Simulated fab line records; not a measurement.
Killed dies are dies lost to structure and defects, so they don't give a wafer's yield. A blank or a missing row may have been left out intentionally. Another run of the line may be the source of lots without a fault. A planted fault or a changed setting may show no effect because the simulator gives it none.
fab line records	flow n5_finfet
record: lots: 7	wafers: 19	last_day: 18
route steps=1938 shown BEOL_M9@1455 PASSIVATION@1936
lots that met no fault: taken from a fault-free run of the same line
start_h: start of the lot's first displayed wafer, in hours after the record's first day	wait_h: how many hours have passed since the lot's step before this one	" identical to the entry in the row above	L1.1+2: a single row standing in for several wafers	- no value, or no start was given	* or withheld: withheld	< > ~ a bound
route shown NAME@n: names a module that has steps shown in the file, with the first one's number in the route	usual: mean/standard deviation taken from wafers without a fault	same: alike in all rows	chamber/n: place in a boat	sites: readings site by site	_std_site: standard deviation across them	_edge_site: inner sites' mean taken away from outer sites' mean	radius_mm: how far each site lies from the wafer's centre	mask NAME#n: copy n	behind: tool/chamber where the wafer was last shaped	hold: what put the lot on hold/how long, in hours/how the hold closed	device: whichever transistor did not switch (one of n, p or np)	end of line: tests run on the same wafers once the route is complete	step lacking rows: just its recipe	killed: at the first sort, the dies lost to defects and structure; wafer yield is something else	map: a wafer's dies, marking killed ones x, the rest . and places with no die _
set.NAME: the setting the step ran with; set.NAME@STEP: the setting that earlier step ran with	model.NAME: the simulator's own value behind a step, which no gauge read
lots at selected steps of the route; one table per step, one row per wafer
services: when a tool's chamber went out of use (start_h, in hours from the record's first day, below 0 if earlier), for how many hours, and the reason
== steps ==
step: N5_BEOL_M9_CURE_72
recipe: temp_c: 370	time_s: 120	ambient: DMADMS/He	material: SiCOH_lowk
step: N5_BEOL_M9_DEGAS_44
recipe: ambient: vacuum	temp_c: 250	time_s: 60
step: N5_BEOL_M9_PRE_CLEAN_45
recipe: gas: H2/He	time_s: 30	temp_c: 250
usual: heater_power_w: 342/30
lot.wafer	tool	chamber	start_h	wait_h	heater_power_w
L290.1	pvd_sputter-03	-	219.89	0.0	348
L290.3	"	-	"	"	298
L290.5	"	-	"	"	352
L296.1	pvd_sputter-02	-	251.31	0.0	343
L296.5	"	-	"	"	379
L296.6	"	-	"	"	323
L308.5	pvd_sputter-03	-	314.94	0.0	307
L308.6	"	-	"	"	348
L306.1	pvd_sputter-01	-	322.47	0.0	357
L306.3	"	-	"	"	337
L306.4	"	-	"	"	359
L309.4	pvd_sputter-03	-	327.17	0.0	301
L309.6	"	-	"	"	353
L311.2	pvd_sputter-03	-	352.59	0.0	351
L311.3	"	-	"	"	301
L311.6	"	-	"	"	350
L312.2	pvd_sputter-01	-	364.84	0.0	344
L312.4	"	-	"	"	362
L312.6	"	-	"	"	370
step: N5_BEOL_M9_ALD_74
recipe: material: TaN	target_thk_a: 20	temp_c: 275	ald_precursor_family: PDMAT	ald_co_reactant: NH3	pressure_torr: 3	carrier_flow_sccm: 1500	pulse_time_s: 2	purge_time_s: 3	co_reactant_purge_time_s: 2	co_reactant_pulse_time_s: 3	ald_cycles: 40	precursor_vessel_temp_c: 75	precursor_vessel_pressure_torr: 26.25	precursor_vessel_carrier_sccm: 1000
usual: heater_power_w: 399/35
lot.wafer	tool	chamber	start_h	wait_h	heater_power_w
L290.1	ald_metal-04	1	219.95	0.0	424
L290.3	"	0	"	"	422
L290.5	"	3	"	"	429
L296.1	ald_metal-01	0	251.41	0.1	408
L296.5	"	2	"	"	331
L296.6	"	3	"	"	437
L308.5	ald_metal-03	2	315.11	0.2	396
L308.6	"	1	"	"	386
L306.1	ald_metal-01	0	322.53	0.0	427
L306.3	"	2	"	"	327
L306.4	"	2	"	"	335
L309.4	ald_metal-01	3	327.36	0.2	440
L309.6	"	0	"	"	414
L311.2	ald_metal-01	3	352.65	0.0	371
L311.3	"	2	"	"	325
L311.6	"	3	"	"	379
L312.2	ald_metal-04	1	364.99	0.1	408
L312.4	"	3	"	"	438
L312.6	"	1	"	"	398
step: N5_BEOL_M9_SURFACE_TREAT_79
recipe: gas: Ar	time_s: *	ion_energy_ev: *	ion_current_ma_cm2: 0.5	pressure_mtorr: *	ar_flow_sccm: 30
usual: throttle_valve_pct: *
lot.wafer	tool	chamber	start_h	wait_h	throttle_valve_pct
L290.1	pvd_sputter-03	-	220.24	0.2	*
L290.3	"	-	"	"	*
L290.5	"	-	"	"	*
L296.1	pvd_sputter-01	-	251.98	0.4	*
L296.5	"	-	"	"	*
L296.6	"	-	"	"	*
L308.5	pvd_sputter-03	-	315.44	0.2	*
L308.6	"	-	"	"	*
L306.1	pvd_sputter-02	-	322.87	0.2	*
L306.3	"	-	"	"	*
L306.4	"	-	"	"	*
L309.4	pvd_sputter-01	-	327.61	0.1	*
L309.6	"	-	"	"	*
L311.2	pvd_sputter-01	-	352.94	0.2	*
L311.3	"	-	"	"	*
L311.6	"	-	"	"	*
L312.2	pvd_sputter-01	-	365.32	0.2	*
L312.4	"	-	"	"	*
L312.6	"	-	"	"	*
step: N5_BEOL_M9_CVD_78
recipe: material: Co	target_thk_a: 20	temp_c: withheld	precursor: CCTBA/H2	pressure_torr: 30	time_s: 138.9
step: N5_BEOL_M9_SPUTTER_48
recipe: material: Cu	target_thk_a: 120	temp_c: -20	bias_v: 60	power_w: 26000	chamber_pressure_pa: 0.13	time_s: 2
usual: chuck_sensor_temp_C: -16.1/0.49	throttle_valve_pct: 30.0/0.76
lot.wafer	tool	chamber	start_h	wait_h	chuck_sensor_temp_C	throttle_valve_pct
L290.1	pvd_sputter-01	-	220.42	0.1	-16.7	30.0
L290.3	"	-	"	"	-15.6	29.4
L290.5	"	-	"	"	-16.3	30.3
L296.1	pvd_sputter-01	-	252.82	0.2	-15.6	29.8
L296.5	"	-	"	"	-15.5	31.1
L296.6	"	-	"	"	-15.6	29.5
L308.5	pvd_sputter-02	-	316.03	0.3	-15.8	30.1
L308.6	"	-	"	"	-16.6	31.3
L306.1	pvd_sputter-02	-	323.31	0.3	-15.9	29.4
L306.3	"	-	"	"	-16.5	28.6
L306.4	"	-	"	"	-15.9	30.0
L309.4	pvd_sputter-01	-	328.01	0.2	-15.7	29.7
L309.6	"	-	"	"	-15.5	30.9
L311.2	pvd_sputter-01	-	353.13	0.1	-16.7	29.7
L311.3	"	-	"	"	-15.7	29.5
L311.6	"	-	"	"	-15.5	31.0
L312.2	pvd_sputter-01	-	365.60	0.2	-15.4	30.9
L312.4	"	-	"	"	-15.6	29.3
L312.6	"	-	"	"	-16.5	30.2
step: N5_BEOL_M9_ECD_50
recipe: material: Cu	target_thk_a: 3180
step: N5_BEOL_M9_ANNEAL_51
recipe: temp_c: 225	time_s: 90	ambient: N2
step: N5_BEOL_M9_CMP_52
recipe: stop_on: SiCOH_lowk	t_overpolish_s: 7	down_force_psi: 1	platen_rpm: 50	clearing_platen_down_force_psi: 1.5	clearing_platen_rpm: 50	post_cmp_clean: cu_alkaline	target_thk_nm: 140	clearing_platen_pad_velocity_m_s: 0.99484	pad_velocity_m_s: 0.99484
usual: barrier_field_endpoint_s: 29.0/0.72	motor_current_A: 5.8/0.75	overpolish_run_s: 7.000/0.0092	time_to_endpoint_s: 66.4/2.8
lot.wafer	tool	chamber	start_h	wait_h	barrier_field_endpoint_s	motor_current_A	overpolish_run_s	time_to_endpoint_s
L290.1	cmp-02	2	223.79	0.3	29.4	5.6	6.999	71.4
L290.3	"	0	"	"	29.7	6.4	6.998	71.0
L290.5	"	1	"	"	29.6	5.1	6.991	69.2
L296.1	cmp-02	1	253.61	0.3	30.1	5.2	6.980	70.9
L296.6	"	1	"	"	29.5	5.2	7.009	71.0
L296.5	"	2	"	"	30.0	5.4	7.001	68.9
L308.5	cmp-04	1	316.84	0.2	28.5	5.0	6.985	63.7
L308.6	"	2	"	"	28.3	5.9	6.997	65.7
L306.1	cmp-04	0	324.60	0.3	28.9	7.9	6.989	65.0
L306.4	"	1	"	"	28.8	5.2	6.983	63.3
L306.3	"	2	"	"	29.5	6.0	6.998	67.9
L309.4	cmp-01	3	328.87	0.2	28.8	5.6	6.997	64.5
L309.6	"	0	"	"	29.5	6.2	7.002	67.6
L311.2	cmp-04	3	353.69	0.2	28.3	5.4	7.017	61.9
L311.3	"	0	"	"	29.4	7.2	6.991	65.5
L311.6	"	3	"	"	27.4	5.0	7.000	59.7
L312.4	cmp-02	0	366.31	0.2	29.6	6.5	6.999	70.8
L312.2	"	1	"	"	30.2	5.1	7.011	71.7
L312.6	"	3	"	"	30.1	5.5	6.989	70.1
step: N5_BEOL_M9_THK_MEAS_53
recipe: thk_meas_gauge: xrf	reads: Cu_of_BEOL_M9_ECD_50
usual: M9_THK: 138.6/2.6
lot.wafer	tool	chamber	start_h	wait_h	M9_THK[nm]
L290.1	film_metro-01	-	224.05	-	144.5
L290.3	"	-	"	"	137.0
L290.5	"	-	"	"	142.3
L296.1	film_metro-01	-	253.90	-	140.0
L296.5	"	-	"	"	136.8
L296.6	"	-	"	"	138.3
L308.5	film_metro-01	-	316.99	-	137.7
L308.6	"	-	"	"	137.3
L306.1	film_metro-02	-	324.89	-	140.5
L306.3	"	-	"	"	134.8
L306.4	"	-	"	"	138.5
L309.4	film_metro-02	-	329.06	-	136.8
L309.6	"	-	"	"	146.0
L311.2	film_metro-02	-	353.95	-	136.9
L311.3	"	-	"	"	143.9
L311.6	"	-	"	"	137.1
L312.2	film_metro-01	-	366.57	-	141.2
L312.4	"	-	"	"	136.0
L312.6	"	-	"	"	141.2
step: N5_BEOL_M9_PRE_CLEAN_55
recipe: gas: NH3	time_s: 15	temp_c: withheld	rf_power_w: 300
step: N5_BEOL_M9_DEP_56
recipe: material: SiCN	target_thk_a: 150	temp_c: withheld	precursor: 3MS/NH3	pressure_torr: 3	rf_w: 202	time_s: 26.5
usual: rf_fwd_power_W: 199.9/0.79	showerhead_plenum_p_Torr: 3.663/0.017	throttle_valve_pct: 8.9/0.6
lot.wafer	tool	chamber	start_h	wait_h	rf_fwd_power_W	showerhead_plenum_p_Torr	throttle_valve_pct	model.SiCN_of_BEOL_M9_DEP_56.thk_nm
L290.1	pecvd-01	2	224.11	0.0	199.6	3.667	8.7	15.2
L290.3	"	0	"	"	198.5	3.681	10.1	15
L290.5	"	1	"	"	199.2	3.662	8.6	15.4
L296.1	pecvd-04	2	253.97	0.0	200.9	3.692	7.9	14.6
L296.5	"	2	"	"	200.1	3.682	7.9	14.8
L296.6	"	0	"	"	199.2	3.655	8.5	14.8
L308.5	pecvd-04	0	317.07	0.0	198.1	3.650	8.6	15
L308.6	"	2	"	"	200.1	3.690	7.9	20
L306.1	pecvd-04	1	324.95	0.0	200.8	3.644	9.0	19.6
L306.3	"	2	"	"	198.1	3.682	8.0	14.8
L306.4	"	2	"	"	198.5	3.690	7.7	15.2
L309.4	pecvd-04	0	329.14	0.0	200.0	3.649	8.6	15
L309.6	"	2	"	"	199.8	3.689	7.7	20
L311.2	pecvd-01	1	354.01	0.0	199.7	3.653	8.5	14.8
L311.3	"	2	"	"	200.0	3.659	8.9	14.8
L311.6	"	0	"	"	199.2	3.677	9.9	15
L312.2	pecvd-03	2	366.63	0.0	200.2	3.638	9.0	14.8
L312.4	"	2	"	"	199.5	3.650	9.1	14.8
L312.6	"	1	"	"	200.5	3.667	8.5	15
step: N5_BEOL_M9_RS_MEAS_57
recipe: thk_meas_gauge: four-point-probe	reads: Cu_of_BEOL_M9_ECD_50+Co_of_BEOL_M9_CVD_78+TaN_of_BEOL_M9_ALD_74
usual: M9_RS: 0.151/0.0031
lot.wafer	tool	chamber	start_h	wait_h	M9_RS[ohm/sq]
L290.1	film_metro-02	-	224.18	0.1	0.144
L290.3	"	-	"	"	0.153
L290.5	"	-	"	"	0.146
L296.1	film_metro-01	-	254.04	0.1	0.150
L296.5	"	-	"	"	0.154
L296.6	"	-	"	"	0.152
L308.5	film_metro-01	-	317.13	0.0	0.154
L308.6	"	-	"	"	0.154
L306.1	film_metro-01	-	325.03	0.1	0.148
L306.3	"	-	"	"	0.154
L306.4	"	-	"	"	0.150
L309.4	film_metro-02	-	329.19	0.0	0.154
L309.6	"	-	"	"	0.143
L311.2	film_metro-02	-	354.09	0.1	0.153
L311.3	"	-	"	"	0.144
L311.6	"	-	"	"	0.151
L312.2	film_metro-02	-	366.70	0.1	0.148
L312.4	"	-	"	"	0.153
L312.6	"	-	"	"	0.147
step: N5_PASSIVATION_PROBE_49
usual: defect_limited_yield: 91.5/1.3	killed_at_M0_to_M3: 33/11	killed_at_M4_up: 14/5.3	killed_at_contacts: 11/6.3	killed_at_front_end: 38/10	killed_at_other: 3.7/2.8	killed_dies: 101/16	killed_open: 67/12	killed_short: 32/7.4	sort_bin_5_function: 5.0/0.86	sort_bin_6_memory: 3.2/0.69	sort_n_pass: 1079/16	sort_yield_pct: 91.5/1.3
same: gross_dies: 1180	killed_at_back_side: 0	sort_bin_4_leakage[%]: 0	sort_bin_8_speed[%]: 0
lot.wafer	tool	chamber	start_h	wait_h	defect_limited_yield[%]	killed_at_M0_to_M3	killed_at_M4_up	killed_at_contacts	killed_at_front_end	killed_at_other	killed_dies	killed_open	killed_short	sort_bin_5_function[%]	sort_bin_6_memory[%]	sort_n_pass	sort_yield_pct[%]
L308.6	prober-01	-	372.27	0.3	92.1	31	6	9	44	3	93	56	36	4.3	3.1	1087	92.1
L309.6	prober-01	-	386.55	0.3	90.1	51	17	13	31	5	117	86	28	4.9	4.6	1063	90.1
killed by level:class
L308.6 FIN_SAQP:geometric_particle:short=12 FIN_SAQP:geometric_particle:open=10 BEOL_M2:geometric_particle:open=10 MOL_CONTACT_COAG:geometric_particle:open=6 BEOL_M0_SAQP:geometric_particle:short=6 STI_FIN_REVEAL:geometric_particle:open=4 GATE_CUT:geometric_particle:short=4 BEOL_M0_SAQP:geometric_particle:open=4
L309.6 MOL_CONTACT_COAG:geometric_particle:open=13 BEOL_M3:geometric_particle:open=12 BEOL_M0_SAQP:geometric_particle:short=9 DUMMY_GATE:geometric_particle:open=8 BEOL_M2:geometric_particle:open=8 BEOL_M4:geometric_particle:open=8 BEOL_M0_SAQP:geometric_particle:open=6 BEOL_M1:geometric_particle:open=6
== services ==
tool	chamber	start_h	hours	kind
cmp-02	-	198.41	1.0	repair
cmp-04	-	203.01	6.4	repair
cmp-01	-	212.81	3.1	repair
ald_metal-01	-	230.84	8.7	pm
cmp-01	-	230.95	9.8	pm
pecvd-04	0	258.64	22.5	repair
cmp-02	-	258.91	4.0	pm
ald_metal-04	-	275.00	4.3	pm
cmp-02	-	277.43	2.4	repair
cmp-02	-	283.59	2.3	repair
pvd_sputter-03	-	285.89	3.8	repair
pecvd-04	0	298.85	17.7	repair
ald_metal-01	1	320.48	60.7	repair
cmp-01	-	321.40	4.0	pm
pecvd-04	-	321.96	2.3	repair
cmp-04	-	329.10	0.3	repair
ald_metal-04	3	329.19	18.9	repair
ald_metal-01	-	337.25	14.0	pm
ald_metal-01	0	337.25	14.0	vent_cycle
ald_metal-01	2	337.25	14.0	vent_cycle
cmp-02	-	345.50	1.2	repair
pecvd-03	-	347.35	0.7	repair
pvd_sputter-02	-	351.75	1.1	repair
cmp-02	-	352.70	6.3	repair
== key ==
first_sign none at tools or gauges
model_effect: step: N5_BEOL_M9_DEP_56	value: SiCN_of_BEOL_M9_DEP_56.thk_nm	without: 15	struck: 19.87
met_at N5_BEOL_M9_DEP_56
struck_wafers L306.1,L308.6,L309.6
onset_between 253.97 317.07
fault: kind: process_parameter_drift	tool: pecvd-04	chamber: -	onset_h: 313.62	steps: N5_BEOL_M9_DEP_56	channel: time_s	offset: *	shape: step	end_h: 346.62	scope: struck_wafers_only	acts_in: *	stated: *
